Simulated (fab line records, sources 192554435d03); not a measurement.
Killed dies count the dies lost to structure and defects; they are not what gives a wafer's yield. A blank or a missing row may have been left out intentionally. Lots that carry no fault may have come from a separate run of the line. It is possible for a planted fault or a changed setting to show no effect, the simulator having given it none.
Chamber matching	flow n5 finfet	rie diel-01 running N5_BEOL_M0_STRIP_104: 4 sister chambers
The step strips in N2/H2. 8 wafers are shown with their chamber, then 11 later ones without.

== WAFERS WITH THEIR CHAMBER ==
wafer	chamber	showerhead plenum p Torr (Torr)	drypump motor current A (A)
L074.1	2	2.59	6.2
L076.3	2	2.59	6.2
L079.4	1	2.66	5.9
L079.6	3	2.39	5.1
L080.1	1	2.66	5.9
L080.2	0	2.54	6.2
L080.3	3	2.38	5.2
L080.4	0	2.54	6.2

== WAFERS WITH NO CHAMBER GIVEN ==
wafer	showerhead plenum p Torr (Torr)	drypump motor current A (A)
L080.5	2.39	5.1
L080.6	2.66	5.9
L084.1	2.58	6.2
L084.3	2.65	5.9
L084.4	2.53	6.2
L094.4	2.65	5.9
L094.5	2.57	6.2
L094.6	2.70	5.1
L095.1	2.64	5.9
L095.5	2.57	6.2
L095.6	2.64	5.9

== THE CHAMBER EACH PASSED THROUGH ==
wafer	from the rows above	in truth
L080.5	3	3
L080.6	1	1
L084.1	2	2
L084.3	1	1
L084.4	0	0
L094.4	1	1
L094.5	2	2
L094.6	1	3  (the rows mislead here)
L095.1	1	1
L095.5	2	2
L095.6	1	1
Placed correctly: 10 of 11. From these rows, 0 cannot be placed. 1 placed wrongly.
How it was worked out, from the rows above alone: a wafer's distance from a chamber is the root of the sum, over the readings, of the square of ((its reading less the chamber's mean) divided by the reading's scatter). If the next closest chamber is less than 2 further off than the closest, the wafer can't be placed; otherwise it belongs to the closest. Each chamber's mean is taken over the wafers shown for it. The scatter is the square root of a quotient: the sum, over the shown wafers, of each reading's squared deviation from its chamber's mean, divided by wafers minus chambers.
